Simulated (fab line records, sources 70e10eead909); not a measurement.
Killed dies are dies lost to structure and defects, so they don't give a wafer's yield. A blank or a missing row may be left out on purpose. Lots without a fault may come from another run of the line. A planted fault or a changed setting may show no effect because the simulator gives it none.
A struck lot beside a sound one | flow nand_harc | 14 steps out of a route of 1159
Sound: wafers L764.1, L764.2, L764.3. Struck: wafers L770.1, L770.2, L770.4. The cause comes at the end.
At each step with rows: each side's tool, then ch and its chambers, then its first start. Under that, the readings that differ: sound wafers | struck wafers | difference of the means | sigmas: that difference in standard deviations of wafers without a fault.
alike: readings whose means differ by less than 2 such deviations, and words and numbers that are the same on both sides. not compared: withheld readings, readings that some wafer has no value for, bounds like >300 that may hide the same value, and numbers for which the record gives no deviation and whose values overlap.
The two part at a step that has a row with sigmas, a row that says differs or no value, or rows on one side only. Numbers that don't overlap but have no deviation are shown without sigmas and don't part them. A reading that every wafer of one side lacks parts them only if that side has two wafers or more.

NHARC_A_STAIRCASE_DEP_156: deposits SiNx, target thk 50 nm.
  sound on pecvd-03 ch 0,1,2, day 11 08:02; struck on pecvd-01 ch 1,2, day 12 11:14
  alike: heater_power_w, showerhead_vpp_V
then, 9 steps without rows for these wafers: NHARC_A_STAIRCASE_DEHYDRATE_158 (time 120 s); NHARC_A_STAIRCASE_HMDS_159 (time 30 s); NHARC_A_STAIRCASE_COAT_160; NHARC_A_STAIRCASE_SOFTBAKE_161 (time 170 s); NHARC_A_STAIRCASE_EBR_162; NHARC_A_STAIRCASE_EXPOSE_163 (exposes mask STAIR OPEN); NHARC_A_STAIRCASE_PEB_164 (peb time 130 s); NHARC_A_STAIRCASE_DEVELOP_165 (time 140 s); NHARC_A_STAIRCASE_HARDBAKE_167 (time 140 s).
NHARC_A_STAIRCASE_DESCUM_168: chemistry O2, time 3 s.
  sound on rie_diel-07 ch 0,1,2, day 11 09:01; struck on rie_diel-04 ch 0,2, day 12 12:19
  alike: drypump_motor_current_A, oes_product_au, rf_vpp_V, showerhead_plenum_p_Torr, throttle_valve_pct
  not compared: rf_hours_counter_h
NHARC_A_STAIRCASE_ETCH_169: etches the open film in CH3F/O2, target depth 50 nm, time 107.1 s.
  sound on rie_diel-07 ch 1,2,3, day 11 09:07; struck on rie_diel-04 ch 0,2, day 12 12:26
  no value came back on the struck wafers for any of 8 readings (bias_w (W), ch3f_flow_sccm (sccm) and others); on the sound wafers bias_w (W) reads 99.97 99.79 100.07
NHARC_A_STAIRCASE_ETCH_170: etches the open film in C4F6/O2, target depth 200 nm, time 66.667 s.
  sound on rie_diel-07 ch 0,1,2; struck on rie_diel-04 ch 2,3, day 12 12:34
  alike: bias_w, c4f6_flow_sccm, drypump_motor_current_A, oes_product_au, rf_vpp_V, showerhead_plenum_p_Torr, throttle_valve_pct
  not compared: rf_hours_counter_h
-- the record jumps here: 8 days lie between the struck wafers' starts before and after (it left off in module A_STAIRCASE and takes up again in module END, whose first step shown is number 1159 of the route) --
NHARC_END_SORT_01:
  the record has rows for the struck wafers here (prober-02 ch 0, day 20 20:19) and none for the sound ones

WHERE THEY PART
First at NHARC_A_STAIRCASE_ETCH_169; last, within this record, at NHARC_END_SORT_01.

WHY: what the simulator had put in
Skipped step whole: rie_diel-04, from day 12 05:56 on, at NHARC_A_STAIRCASE_ETCH_169. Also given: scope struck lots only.
